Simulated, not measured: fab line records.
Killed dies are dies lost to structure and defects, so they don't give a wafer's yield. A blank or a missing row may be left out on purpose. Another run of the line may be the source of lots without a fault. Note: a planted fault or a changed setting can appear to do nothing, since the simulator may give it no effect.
fab line records + flow n5Finfet
record
- lots=5
- wafers=15
- lastDay=18
route steps=1938 shown BEOL_M0_SAQP@682 BEOL_M4@1111 PASSIVATION@1936
lots that met no fault: taken from a fault-free run of the same line
startH: start of the lot's first displayed wafer, in hours after the record's first day + waitH: hours since the lot's step before + " as in the row above + L1.1+2: one row covering several wafers at once + - no value, or no start given + * or withheld: withheld + < > ~ a bound
route shown NAME@n: names a module that has steps shown in the file, with the first one's number in the route + usual: average and standard deviation across the fault-free wafers + same: alike in all rows + chamber/n: place in a boat + sites: per-site readings + _std_site: the standard deviation of these + _edge_site: inner sites' mean taken away from outer sites' mean + radiusMm: how far each site lies from the wafer's centre + mask NAME#n: copy n + behind: the most recent tool/chamber to have shaped the wafer + hold: why the lot was held/for how many hours/how that ended + device: whichever transistor did not switch (one of n, p or np) + end of line: the same wafers' tests at the end of the route + a step with no rows: only its recipe + killed: the dies lost at the first sort to structure and to defects; this is not the yield of the wafer + map: shows each die of a wafer: x if killed, . if not, _ if none is there
set.NAME: the run value of the setting; set.NAME@STEP: its run value at that earlier step + model.NAME: the simulator's own value behind a step, which no gauge read
a table for each step, a row for each wafer; lots at some steps of the route
services: when a tool's chamber went out of use (startH, in hours from the record's first day, below 0 if earlier), for how many hours, and the reason
## steps
# step N5_BEOL_M0_SAQP_COAT_87
# recipe
- resist=underlayer
- tempC=205
- timeS=60
- spinRpm=1500
- resistThkNm=5
# step N5_BEOL_M0_SAQP_COAT_34
# recipe
- resist=CAR-EUV
- spinRpm=1500
- resistThkNm=30
# step N5_BEOL_M0_SAQP_EBR_36
# recipe
- solvent=PGMEA
- ebrWidthMm=1.5
# step N5_BEOL_M0_SAQP_SOFTBAKE_35
# recipe
- tempC=110
- timeS=60
- resist=CAR-EUV
# step N5_BEOL_M0_SAQP_EXPOSE_37
# recipe
- maskId=M0_CUT1
- na=0.33
- sourceShape=annular
- sigmaInner=0.35
- sigmaOuter=0.8
- polarization=unpolarized
- targetCdNm=30
- doseMj=44.75
# step N5_BEOL_M0_SAQP_PEB_38
# recipe
- pebTempC=100
- pebTimeS=60
- resist=CAR-EUV
# step N5_BEOL_M0_SAQP_DEVELOP_39
# recipe
- developTimeS=30
- developer=TMAH
- resist=CAR-EUV
- rinseLiquid=surfactantRinse
- dry=airSpin
- devTempC=23
# step N5_BEOL_M0_SAQP_CD_MEAS_40
# recipe
- targetCdNm=30
- landingEnergyEv=500
- detector=seInlens
# usual
- cdNm=30.00/0.24
| lot.wafer | tool     | chamber | startH | waitH | cdNm  |
|-----------|----------|---------|--------|-------|-------|
| L271.2    | cdSem-01 | 0       | 115.04 | -     | 30.04 |
| L271.4    | "        | 0       | "      | "     | 30.35 |
| L271.5    | "        | 0       | "      | "     | 29.90 |
| L273.1    | cdSem-02 | 0       | 141.13 | -     | 29.44 |
| L273.4    | "        | 0       | "      | "     | 29.58 |
| L273.5    | "        | 0       | "      | "     | 30.04 |
| L283.3    | cdSem-03 | 0       | 185.51 | -     | 29.82 |
| L283.4    | "        | 0       | "      | "     | 30.00 |
| L283.6    | "        | 0       | "      | "     | 30.17 |
| L290.2    | cdSem-01 | 0       | 228.44 | -     | 30.11 |
| L290.5    | "        | 0       | "      | "     | 30.39 |
| L290.6    | "        | 0       | "      | "     | 30.09 |
| L291.2    | cdSem-01 | 0       | 245.13 | -     | 30.23 |
| L291.4    | "        | 0       | "      | "     | 30.16 |
| L291.5    | "        | 0       | "      | "     | 29.68 |
# step N5_BEOL_M0_SAQP_OVL_MEAS_41
# recipe
- pointsPerWafer=522
# usual
- M0_CUT1_OVL=-0.1/0.6
# same
- pointsPerWafer=522
| lot.wafer | tool       | chamber | startH | waitH | M0_CUT1_OVL[nm] |
|-----------|------------|---------|--------|-------|-----------------|
| L271.2    | overlay-01 | 0       | 115.07 | 0.0   | -0.4            |
| L271.4    | "          | 0       | "      | "     | -0.6            |
| L271.5    | "          | 0       | "      | "     | -0.5            |
| L273.1    | overlay-01 | 0       | 141.16 | 0.0   | 0.4             |
| L273.4    | "          | 0       | "      | "     | 0.2             |
| L273.5    | "          | 0       | "      | "     | -0.2            |
| L283.3    | overlay-02 | 0       | 185.55 | 0.0   | 0.8             |
| L283.4    | "          | 0       | "      | "     | -0.4            |
| L283.6    | "          | 0       | "      | "     | -0.7            |
| L290.2    | overlay-01 | 0       | 228.47 | 0.0   | -0.6            |
| L290.5    | "          | 0       | "      | "     | 0.6             |
| L290.6    | "          | 0       | "      | "     | 0.3             |
| L291.2    | overlay-02 | 0       | 245.17 | 0.0   | -1.2            |
| L291.4    | "          | 0       | "      | "     | -0.9            |
| L291.5    | "          | 0       | "      | "     | 0.7             |
# step N5_BEOL_M0_SAQP_INSPECT_42
# recipe
- mode=adi
- inspectInstrument=brightfield
# usual
- rawDefectCount=265/72
| lot.wafer | tool             | chamber | startH | waitH | rawDefectCount |
|-----------|------------------|---------|--------|-------|----------------|
| L271.2    | defectInspect-02 | -       | 115.12 | 0.0   | 288            |
| L271.4    | "                | -       | "      | "     | 337            |
| L271.5    | "                | -       | "      | "     | 345            |
| L273.1    | defectInspect-01 | -       | 141.22 | 0.1   | 310            |
| L273.4    | "                | -       | "      | "     | 236            |
| L273.5    | "                | -       | "      | "     | 217            |
| L283.3    | defectInspect-02 | -       | 185.60 | 0.0   | 332            |
| L283.4    | "                | -       | "      | "     | 405            |
| L283.6    | "                | -       | "      | "     | 272            |
| L290.2    | defectInspect-02 | -       | 228.53 | 0.0   | 278            |
| L290.5    | "                | -       | "      | "     | 209            |
| L290.6    | "                | -       | "      | "     | 229            |
| L291.2    | defectInspect-02 | -       | 245.22 | 0.0   | 528            |
| L291.4    | "                | -       | "      | "     | 307            |
| L291.5    | "                | -       | "      | "     | 355            |
# step N5_BEOL_M0_SAQP_DESCUM_45
# recipe
- chemistry=O2
- timeS=7
- sourcePowerW=50
- biasPowerW=20
- pressureMtorr=20
- rfFrequencyHz=2.712e+07
- tempC=40
- resist=CAR-EUV
- o2FlowSccm=225
# usual
- drypumpMotorCurrentA=5.8/0.42
- oesProductAu=0.79/0.078
- rfVppV=243.6/1.4
- showerheadPlenumPTorr=2.13/0.068
- throttleValvePct=20.4/0.32
| lot.wafer | tool       | chamber | startH | waitH | drypumpMotorCurrentA | oesProductAu | rfHoursCounterH | rfVppV | showerheadPlenumPTorr | throttleValvePct |
|-----------|------------|---------|--------|-------|----------------------|--------------|-----------------|--------|-----------------------|------------------|
| L271.2    | rieDiel-03 | 0       | 115.16 | 0.0   | 5.9                  | 0.78         | 142             | 243.6  | 2.10                  | 20.4             |
| L271.4    | "          | 3       | "      | "     | 5.6                  | 0.92         | 14              | 246.3  | 2.24                  | 20.2             |
| L271.5    | "          | 3       | "      | "     | 5.6                  | 0.93         | -               | 246.0  | 2.24                  | 20.2             |
| L273.1    | rieDiel-02 | 3       | 141.35 | 0.1   | 6.6                  | 0.95         | 17              | 245.1  | 2.22                  | 20.2             |
| L273.4    | "          | 1       | "      | "     | 5.4                  | 0.87         | 49              | 243.7  | 2.10                  | 19.9             |
| L273.5    | "          | 3       | "      | "     | 6.6                  | 0.94         | -               | 246.9  | 2.22                  | 20.2             |
| L283.3    | rieDiel-03 | 0       | 185.63 | 0.0   | 5.9                  | 0.76         | 165             | 242.5  | 2.09                  | 20.4             |
| L283.4    | "          | 1       | "      | "     | 6.0                  | 0.75         | 171             | 242.0  | 2.00                  | 20.6             |
| L283.6    | "          | 2       | "      | "     | 5.0                  | 0.80         | -               | 243.2  | 2.12                  | 20.6             |
| L290.2    | rieDiel-02 | 0       | 228.69 | 0.2   | 5.1                  | 0.70         | 215             | 242.9  | 2.06                  | 20.8             |
| L290.5    | "          | 2       | "      | "     | 6.6                  | 0.89         | -               | 243.8  | 2.12                  | 19.8             |
| L290.6    | "          | 1       | "      | "     | 5.4                  | 0.83         | -               | 241.3  | 2.09                  | 19.9             |
| L291.2    | rieDiel-04 | 3       | 245.25 | 0.0   | 5.7                  | 0.96         | 14              | 243.0  | 2.15                  | 19.9             |
| L291.4    | "          | 2       | "      | "     | 5.7                  | 0.71         | 172             | 244.9  | 2.19                  | 20.9             |
| L291.5    | "          | 0       | "      | "     | 5.6                  | 0.70         | -               | 241.4  | 2.07                  | 20.8             |
# step N5_BEOL_M0_SAQP_ETCH_88
# recipe
- chemistry=N2/H2
- target=underlayer
- targetDepthA=65
- timeS=5.2
- ionEnergyEv=200
- maskMaterial=CAR-EUV
- pressureMtorr=30
- sourceW=840
- biasW=150
- n2FlowSccm=200
- h2FlowSccm=200
- ends=cleared
# usual
- drypumpMotorCurrentA=5.8/0.42
- etchRfOnTimeS=5.22/0.11
- n2FlowSccm=200.0/0.65
- oesProductAu=0.67/0.069
- rfVppV=525.1/2.5
- showerheadPlenumPTorr=2.58/0.083
- throttleValvePct=17.80/0.23
| lot.wafer | tool       | chamber | startH | waitH | drypumpMotorCurrentA | etchRfOnTimeS | n2FlowSccm | oesProductAu | rfHoursCounterH | rfVppV | showerheadPlenumPTorr | throttleValvePct |
|-----------|------------|---------|--------|-------|----------------------|---------------|------------|--------------|-----------------|--------|-----------------------|------------------|
| L271.2    | rieDiel-03 | 0       | 115.19 | 0.0   | 5.9                  | 5.27          | 199.2      | 0.67         | 142             | 522.8  | 2.55                  | 17.88            |
| L271.4    | "          | 3       | "      | "     | 5.6                  | 5.23          | 200.8      | 0.79         | 14              | 529.2  | 2.71                  | 17.52            |
| L271.5    | "          | 3       | "      | "     | 5.7                  | 5.19          | 199.3      | 0.79         | -               | 528.8  | 2.71                  | 17.50            |
| L273.1    | rieDiel-02 | 3       | 141.39 | 0.0   | 6.5                  | 5.13          | 200.3      | 0.80         | 17              | 529.4  | 2.72                  | 17.72            |
| L273.4    | "          | 1       | "      | "     | 5.4                  | 5.12          | 200.3      | 0.74         | 49              | 524.1  | 2.59                  | 17.49            |
| L273.5    | "          | 3       | "      | "     | 6.6                  | 5.15          | 200.4      | 0.80         | -               | 528.1  | 2.72                  | 17.70            |
| L283.3    | rieDiel-03 | 0       | 185.67 | 0.0   | 5.9                  | 5.33          | 200.7      | 0.64         | 165             | 525.8  | 2.54                  | 17.91            |
| L283.4    | "          | 1       | "      | "     | 6.0                  | 5.32          | 198.8      | 0.63         | 171             | 521.8  | 2.42                  | 17.93            |
| L283.6    | "          | 2       | "      | "     | 5.1                  | 5.40          | 201.1      | 0.67         | -               | 525.4  | 2.55                  | 17.83            |
| L290.2    | rieDiel-02 | 0       | 228.72 | 0.0   | 5.1                  | 5.24          | 200.6      | 0.58         | 215             | 521.7  | 2.51                  | 18.23            |
| L290.5    | "          | 2       | "      | "     | 6.6                  | 5.24          | 199.0      | 0.74         | -               | 525.7  | 2.60                  | 17.57            |
| L290.6    | "          | 1       | "      | "     | 5.4                  | 5.08          | 200.0      | 0.70         | -               | 524.1  | 2.57                  | 17.55            |
| L291.2    | rieDiel-04 | 3       | 245.29 | 0.0   | 5.7                  | 4.88          | 200.4      | 0.85         | 14              | 526.4  | 2.62                  | 17.37            |
| L291.4    | "          | 2       | "      | "     | 5.7                  | 5.25          | 199.3      | 0.60         | 172             | 528.1  | 2.62                  | 18.09            |
| L291.5    | "          | 0       | "      | "     | 5.6                  | 5.25          | 200.3      | 0.61         | -               | 520.8  | 2.50                  | 18.06            |
# step N5_BEOL_M0_SAQP_ETCH_73
# recipe
- chemistry=CF4
- target=SiARC
- targetDepthA=195
- maskMaterial=CAR-EUV
- timeS=32.5
- ionEnergyEv=80
- pressureMtorr=40
- sourceW=545
- biasW=36
- Ar_flow_sccm=100
- cf4FlowSccm=100
- ends=cleared
# usual
- cf4FlowSccm=100.0/0.3
- drypumpMotorCurrentA=5.8/0.42
- etchRfOnTimeS=32.7/0.69
- oesProductAu=0.67/0.07
- rfVppV=184.5/1.2
- showerheadPlenumPTorr=2.18/0.064
- throttleValvePct=15.58/0.29
| lot.wafer | tool       | chamber | startH | waitH | cf4FlowSccm | drypumpMotorCurrentA | etchRfOnTimeS | oesProductAu | rfHoursCounterH | rfVppV | showerheadPlenumPTorr | throttleValvePct |
|-----------|------------|---------|--------|-------|-------------|----------------------|---------------|--------------|-----------------|--------|-----------------------|------------------|
| L271.2    | rieDiel-03 | 0       | 115.21 | 0.0   | 100.0       | 5.9                  | 33.8          | 0.65         | 142             | 183.3  | 2.15                  | 15.62            |
| L271.4    | "          | 3       | "      | "     | 99.6        | 5.7                  | 32.8          | 0.80         | 14              | 185.2  | 2.28                  | 15.26            |
| L271.5    | "          | 3       | "      | "     | 99.7        | 5.6                  | 32.6          | 0.80         | -               | 185.8  | 2.28                  | 15.25            |
| L273.1    | rieDiel-02 | 3       | 141.40 | 0.0   | 99.8        | 6.6                  | 32.1          | 0.81         | 17              | 185.5  | 2.27                  | 15.39            |
| L273.4    | "          | 1       | "      | "     | 100.0       | 5.4                  | 32.2          | 0.73         | 49              | 184.4  | 2.17                  | 15.21            |
| L273.5    | "          | 3       | "      | "     | 99.7        | 6.6                  | 32.3          | 0.80         | -               | 186.5  | 2.27                  | 15.39            |
| L283.3    | rieDiel-03 | 0       | 185.68 | 0.0   | 100.2       | 5.9                  | 33.4          | 0.64         | 165             | 184.6  | 2.14                  | 15.66            |
| L283.4    | "          | 1       | "      | "     | 99.9        | 6.0                  | 32.8          | 0.64         | 171             | 181.2  | 2.05                  | 15.79            |
| L283.6    | "          | 2       | "      | "     | 129.8       | 5.0                  | 32.5          | 0.69         | -               | 183.8  | 2.36                  | 16.91            |
| L290.2    | rieDiel-02 | 0       | 228.74 | 0.0   | 100.4       | 5.1                  | 32.7          | 0.59         | 215             | 183.0  | 2.11                  | 15.95            |
| L290.5    | "          | 2       | "      | "     | 100.2       | 6.6                  | 32.2          | 0.74         | -               | 184.4  | 2.19                  | 15.11            |
| L290.6    | "          | 1       | "      | "     | 99.6        | 5.4                  | 31.5          | 0.72         | -               | 185.4  | 2.16                  | 15.25            |
| L291.2    | rieDiel-04 | 3       | 245.30 | 0.0   | 99.7        | 5.7                  | 31.1          | 0.83         | 14              | 185.1  | 2.18                  | 15.00            |
| L291.4    | "          | 2       | "      | "     | 100.3       | 5.7                  | 33.0          | 0.61         | 172             | 185.3  | 2.22                  | 15.98            |
| L291.5    | "          | 0       | "      | "     | 99.5        | 5.6                  | 33.5          | 0.60         | -               | 182.9  | 2.12                  | 15.96            |
# step N5_BEOL_M0_SAQP_CUT_ETCH_46
# recipe
- chemistry=N2/H2
- target=SOC
- targetDepthA=1350
- overetchA=270
- tempC=40
- timeS=202.5
- ionEnergyEv=200
- maskMaterial=SiARC
- pressureMtorr=30
- sourceW=840
- biasW=150
- n2FlowSccm=200
- h2FlowSccm=200
# usual
- drypumpMotorCurrentA=5.8/0.42
- n2FlowSccm=200.0/0.54
- rfVppV=525.1/2.3
- showerheadPlenumPTorr=2.58/0.083
- throttleValvePct=17.76/0.23
| lot.wafer | tool       | chamber | startH | waitH | drypumpMotorCurrentA | n2FlowSccm | rfHoursCounterH | rfVppV | showerheadPlenumPTorr | throttleValvePct |
|-----------|------------|---------|--------|-------|----------------------|------------|-----------------|--------|-----------------------|------------------|
| L271.2    | rieDiel-03 | 0       | 115.24 | 0.0   | 5.9                  | 200.6      | 142             | 523.2  | 2.55                  | 17.82            |
| L271.4    | "          | 3       | "      | "     | 5.6                  | 200.7      | 14              | 529.0  | 2.71                  | 17.49            |
| L271.5    | "          | 3       | "      | "     | 5.6                  | 199.5      | -               | 527.7  | 2.71                  | 17.46            |
| L273.1    | rieDiel-02 | 3       | 141.43 | 0.0   | 6.7                  | 199.7      | 17              | 527.5  | 2.72                  | 17.65            |
| L273.4    | "          | 1       | "      | "     | 5.4                  | 199.4      | 49              | 526.3  | 2.59                  | 17.43            |
| L273.5    | "          | 3       | "      | "     | 6.6                  | 201.3      | -               | 529.2  | 2.72                  | 17.66            |
| L283.3    | rieDiel-03 | 0       | 185.72 | 0.0   | 5.9                  | 199.1      | 165             | 523.7  | 2.54                  | 17.87            |
| L283.4    | "          | 1       | "      | "     | 6.0                  | 200.7      | 171             | 520.2  | 2.42                  | 17.90            |
| L283.6    | "          | 2       | "      | "     | 5.0                  | 200.6      | -               | 525.4  | 2.55                  | 17.80            |
| L290.2    | rieDiel-02 | 0       | 228.77 | 0.0   | 5.1                  | 200.5      | 215             | 522.8  | 2.51                  | 18.18            |
| L290.5    | "          | 2       | "      | "     | 6.6                  | 201.3      | -               | 524.7  | 2.60                  | 17.52            |
| L290.6    | "          | 1       | "      | "     | 5.4                  | 200.1      | -               | 525.3  | 2.57                  | 17.47            |
| L291.2    | rieDiel-04 | 3       | 245.34 | 0.0   | 5.7                  | 199.5      | 14              | 526.7  | 2.62                  | 17.32            |
| L291.4    | "          | 2       | "      | "     | 5.7                  | 200.6      | 172             | 525.8  | 2.62                  | 18.06            |
| L291.5    | "          | 0       | "      | "     | 5.6                  | 200.8      | -               | 522.1  | 2.50                  | 18.04            |
# step N5_BEOL_M4_RC_MEAS_101
# usual
- DIBL_N=35.9/1.4
- DIBL_P=35.9/1.7
- IOFF_N=0.160/0.026
- IOFF_P=0.21/0.036
- ION_N=672/11
- ION_P=461/8.1
- SS_N=71.4/0.54
- SS_P=73.2/0.67
- VT_N=249.3/2.7
- VT_P=-250/3.9
| lot.wafer | tool      | chamber | startH | waitH | DIBL_N[mV/V] | DIBL_P[mV/V] | IOFF_N[nA/um] | IOFF_P[nA/um] | ION_N[uA/um] | ION_P[uA/um] | SS_N[mV/dec] | SS_P[mV/dec] | VT_N[mV] | VT_P[mV] |
|-----------|-----------|---------|--------|-------|--------------|--------------|---------------|---------------|--------------|--------------|--------------|--------------|----------|----------|
| L271.2    | prober-01 | 0       | 161.78 | 0.2   | 36.8         | 37.7         | 0.200         | 0.31          | 685          | 476          | 72.0         | 74.3         | 247.4    | -240     |
| L271.4    | "         | 0       | "      | "     | 35.4         | 35.9         | 0.170         | 0.26          | 678          | 475          | 71.1         | 73.8         | 245.1    | -245     |
| L271.5    | "         | 0       | "      | "     | 36.1         | 36.6         | 0.182         | 0.28          | 680          | 474          | 71.8         | 73.4         | 247.2    | -244     |
| L273.1    | prober-01 | 0       | 192.28 | 0.0   | 34.5         | 34.5         | 0.133         | 0.21          | 676          | 468          | 71.3         | 72.0         | 249.8    | -251     |
| L273.4    | "         | 0       | "      | "     | 35.4         | 34.9         | 0.150         | 0.21          | 681          | 472          | 71.8         | 72.3         | 250.1    | -248     |
| L273.5    | "         | 0       | "      | "     | 34.5         | 34.1         | 0.137         | 0.20          | 675          | 469          | 71.2         | 72.6         | 250.5    | -247     |
| L283.3    | prober-02 | 0       | 250.35 | 0.3   | 38.5         | 39.2         | 0.206         | 0.25          | 698          | 473          | 72.6         | 73.8         | 246.2    | -249     |
| L283.4    | "         | 0       | "      | "     | 34.6         | 34.6         | 0.135         | 0.18          | 671          | 457          | 71.3         | 72.2         | 251.0    | -253     |
| L283.6    | "         | 0       | "      | "     | 36.9         | 37.0         | 0.165         | 0.21          | 685          | 468          | 71.8         | 72.7         | 248.2    | -251     |
| L290.2    | prober-01 | 0       | 288.54 | 0.2   | 36.4         | 36.7         | 0.167         | 0.25          | 660          | 463          | 72.0         | 73.4         | 248.3    | -246     |
| L290.5    | "         | 0       | "      | "     | 35.1         | 35.9         | 0.154         | 0.23          | 675          | 472          | 71.9         | 73.7         | 248.9    | -247     |
| L290.6    | "         | 0       | "      | "     | 33.6         | 32.9         | 0.123         | 0.20          | 657          | 461          | 71.4         | 72.8         | 251.9    | -250     |
| L291.2    | prober-02 | 0       | 309.51 | 0.2   | 36.5         | 34.8         | 0.142         | 0.16          | 669          | 456          | 71.0         | 73.1         | 250.3    | -257     |
| L291.4    | "         | 0       | "      | "     | 36.6         | 35.4         | 0.139         | 0.16          | 658          | 447          | 71.4         | 73.3         | 253.1    | -257     |
| L291.5    | "         | 0       | "      | "     | 35.4         | 33.4         | 0.124         | 0.14          | 665          | 448          | 70.8         | 72.6         | 252.1    | -257     |
# step N5_PASSIVATION_PROBE_49
# usual
- defectLimitedYield=90.9/1.5
- killed_at_M0_to_M3=35/10
- killed_at_M4_up=14/5.2
- killedAtContacts=13/7.3
- killedAtFrontEnd=42/12
- killedAtOther=3.4/2.5
- killedDies=108/18
- killedOpen=70/13
- killedShort=35/8
- sort_bin_5_function=5.4/1
- sort_bin_6_memory=3.4/0.71
- sortNPass=1072/18
- sortYieldPct=90.9/1.5
# same
- grossDies=1180
- killedAtBackSide=0
- sort_bin_4_leakage[%]=0
- sort_bin_8_speed[%]=0
| lot.wafer | tool      | chamber | startH | waitH | defectLimitedYield[%] | killed_at_M0_to_M3 | killed_at_M4_up | killedAtContacts | killedAtFrontEnd | killedAtOther | killedDies | killedOpen | killedShort | sort_bin_5_function[%] | sort_bin_6_memory[%] | sortNPass | sortYieldPct[%] |
|-----------|-----------|---------|--------|-------|-----------------------|--------------------|-----------------|------------------|------------------|---------------|------------|------------|-------------|------------------------|----------------------|-----------|-----------------|
| L271.2    | prober-02 | -       | 273.73 | 0.1   | 93.1                  | 21                 | 16              | 9                | 33               | 2             | 81         | 58         | 21          | 4.2                    | 2.6                  | 1099      | 93.1            |
| L271.4    | prober-02 | -       | 273.83 | 0.2   | 91.8                  | 28                 | 13              | 10               | 40               | 6             | 97         | 53         | 38          | 4.6                    | 3.1                  | 1083      | 91.8            |
| L271.5    | prober-02 | -       | 273.88 | 0.2   | 92.5                  | 24                 | 16              | 19               | 29               | 1             | 89         | 53         | 34          | 4.4                    | 2.5                  | 1091      | 92.5            |
| L273.1    | prober-01 | -       | 294.11 | 0.0   | 92.8                  | 35                 | 7               | 14               | 23               | 6             | 85         | 66         | 17          | 4.6                    | 2.5                  | 1095      | 92.8            |
| L273.4    | prober-01 | -       | 294.26 | 0.2   | 91.9                  | 41                 | 10              | 9                | 31               | 4             | 95         | 65         | 26          | 5.5                    | 2.4                  | 1085      | 91.9            |
| L273.5    | prober-01 | -       | 294.31 | 0.2   | 92.7                  | 24                 | 10              | 10               | 39               | 3             | 86         | 58         | 28          | 4.7                    | 2.5                  | 1094      | 92.7            |
| L290.2    | prober-01 | -       | 405.75 | 0.1   | 91.1                  | 38                 | 9               | 11               | 44               | 3             | 105        | 68         | 36          | 5.7                    | 2.8                  | 1075      | 91.1            |
| L290.5    | prober-01 | -       | 405.90 | 0.2   | 91.4                  | 25                 | 13              | 9                | 52               | 3             | 102        | 64         | 32          | 5.4                    | 3.0                  | 1078      | 91.4            |
| L290.6    | prober-01 | -       | 405.95 | 0.3   | 89.7                  | 33                 | 18              | 6                | 63               | 2             | 122        | 84         | 33          | 5.3                    | 4.7                  | 1058      | 89.7            |
| L291.2    | prober-01 | -       | 425.86 | 0.1   | 89.0                  | 42                 | 21              | 4                | 61               | 2             | 130        | 81         | 47          | 5.8                    | 4.8                  | 1050      | 89.0            |
| L291.4    | prober-01 | -       | 425.96 | 0.2   | 89.7                  | 30                 | 15              | 16               | 57               | 3             | 121        | 78         | 39          | 5.8                    | 4.3                  | 1059      | 89.7            |
| L291.5    | prober-01 | -       | 426.01 | 0.2   | 90.5                  | 21                 | 19              | 21               | 49               | 2             | 112        | 61         | 46          | 5.8                    | 3.6                  | 1068      | 90.5            |
# killed by level:class
L271.2 BEOL_M4:geometricParticle:open=12 MOL_CONTACT_COAG:geometricParticle:open=9 FIN_SAQP:geometricParticle:short=7 FIN_SAQP:geometricParticle:open=7 BEOL_M3:geometricParticle:open=6 GATE_CUT:geometricParticle:short=5 BEOL_M0_SAQP:geometricParticle:open=4 STI_FIN_REVEAL:geometricParticle:open=3
L271.4 BEOL_M0_SAQP:geometricParticle:short=11 MOL_CONTACT_COAG:geometricParticle:open=9 FIN_SAQP:geometricParticle:open=8 GATE_CUT:geometricParticle:short=7 BEOL_M0_SAQP:geometricParticle:open=7 FIN_SAQP:geometricParticle:short=6 ILD0:geometricParticle:open=4 GATE_CUT:geometricParticle:open=4
L271.5 MOL_CONTACT_COAG:geometricParticle:open=15 FIN_SAQP:geometricParticle:short=8 BEOL_M0_SAQP:geometricParticle:short=6 BEOL_M4:geometricParticle:open=6 FIN_SAQP:geometricParticle:open=5 BEOL_M3:geometricParticle:open=5 STARTING-WAFER:geometricParticle:short=5 BEOL_M0_SAQP:geometricParticle:open=4
L273.1 MOL_CONTACT_COAG:geometricParticle:open=11 BEOL_M1:geometricParticle:open=11 STI_FIN_REVEAL:geometricParticle:open=8 BEOL_M3:geometricParticle:open=8 PASS1_CAP:geometricParticle:open=5 GATE_CUT:geometricParticle:short=4 BEOL_M0_SAQP:geometricParticle:open=4 BEOL_M0:geometricParticle:short=3
L273.4 FIN_SAQP:geometricParticle:short=9 BEOL_M0:geometricParticle:open=9 MOL_CONTACT_COAG:geometricParticle:open=7 BEOL_M0_SAQP:geometricParticle:open=7 BEOL_M1:geometricParticle:open=7 FIN_SAQP:geometricParticle:open=6 BEOL_M0_SAQP:geometricParticle:short=6 BEOL_M3:geometricParticle:open=6
L273.5 FIN_SAQP:geometricParticle:open=12 ILD0:geometricParticle:short=6 MOL_CONTACT_COAG:geometricParticle:open=6 STI_FIN_REVEAL:geometricParticle:open=5 ILD0:geometricParticle:open=5 BEOL_M0_SAQP:geometricParticle:short=5 MOL_CONTACT_COAG:geometricParticle:short=4 BEOL_M0_SAQP:geometricParticle:open=4
L290.2 FIN_SAQP:geometricParticle:open=11 BEOL_M3:geometricParticle:open=11 STI_FIN_REVEAL:geometricParticle:open=9 BEOL_M0_SAQP:geometricParticle:open=8 MOL_CONTACT_COAG:geometricParticle:open=6 FIN_SAQP:geometricParticle:short=5 MOL_CONTACT_COAG:geometricParticle:short=5 BEOL_M0_SAQP:geometricParticle:short=5
L290.5 STI_FIN_REVEAL:geometricParticle:open=13 FIN_SAQP:geometricParticle:open=8 MOL_CONTACT_COAG:geometricParticle:open=8 FIN_SAQP:geometricParticle:short=7 GATE_CUT:geometricParticle:short=7 BEOL_M3:geometricParticle:open=5 GATE_CUT:geometricParticle:open=5 BEOL_M0_SAQP:geometricParticle:open=5
L290.6 STI_FIN_REVEAL:geometricParticle:open=18 FIN_SAQP:geometricParticle:open=14 BEOL_M0_SAQP:geometricParticle:open=10 BEOL_M0_SAQP:geometricParticle:short=8 BEOL_M3:geometricParticle:open=8 DUMMY_GATE:geometricParticle:open=7 FIN_SAQP:geometricParticle:short=6 MOL_CONTACT_COAG:geometricParticle:open=5
L291.2 FIN_SAQP:geometricParticle:open=15 STI_FIN_REVEAL:geometricParticle:open=14 GATE_CUT:geometricParticle:short=12 BEOL_M2:geometricParticle:open=9 BEOL_M4:geometricParticle:open=8 FIN_SAQP:geometricParticle:short=6 BEOL_M3:geometricParticle:open=6 BEOL_M0:geometricParticle:open=5
L291.4 STI_FIN_REVEAL:geometricParticle:open=24 MOL_CONTACT_COAG:geometricParticle:open=12 BEOL_M0_SAQP:geometricParticle:short=8 STI_FIN_REVEAL:geometricParticle:short=7 DUMMY_GATE:geometricParticle:open=7 BEOL_M4:geometricParticle:open=6 BEOL_M0_SAQP:geometricParticle:open=5 BEOL_M1:geometricParticle:open=5
L291.5 MOL_CONTACT_COAG:geometricParticle:open=15 STI_FIN_REVEAL:geometricParticle:open=12 BEOL_M0_SAQP:geometricParticle:short=7 STI_FIN_REVEAL:geometricParticle:short=6 STARTING-WAFER:geometricParticle:short=6 FIN_SAQP:geometricParticle:open=5 GATE_CUT:geometricParticle:short=5 MOL_CONTACT_COAG:geometricParticle:short=5
## services
| tool       | chamber | startH | hours | kind                        |
|------------|---------|--------|-------|-----------------------------|
| rieDiel-03 | -       | 163.99 | 0.5   | repair                      |
| rieDiel-03 | 2       | 175.88 | 5.3   | repair                      |
| rieDiel-04 | 3       | 179.20 | -     | clean                       |
| rieDiel-04 | 3       | 179.20 | -     | consumableReplace:focusRing |
| rieDiel-04 | 3       | 179.20 | 17.8  | scheduledDown               |
| rieDiel-04 | 3       | 179.20 | 17.8  | ventCycle                   |
| rieDiel-02 | 3       | 190.09 | 4.6   | repair                      |
| rieDiel-03 | 0       | 236.50 | 2.5   | repair                      |
## key
firstSign
- step=N5_BEOL_M0_SAQP_ETCH_73
- reading=cf4FlowSccm
- direction=up
- sigmas=98
- usual=100.0
- struck=129.8
effect
- step=N5_BEOL_M0_SAQP_ETCH_73
- reading=throttleValvePct
- direction=up
- sigmas=4.6
- usual=*
- struck=*
metAt N5_BEOL_M0_SAQP_ETCH_73
struckWafers L283.6
fault
- kind=processParameterDrift
- tool=rieDiel-03
- chamber=2
- onsetH=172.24
- steps=N5_BEOL_M0_SAQP_ETCH_73
- channel=cf4FlowSccm
- offset=30
- shape=step
- endH=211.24
- actsIn=theseRecipesOnly
- stated=100
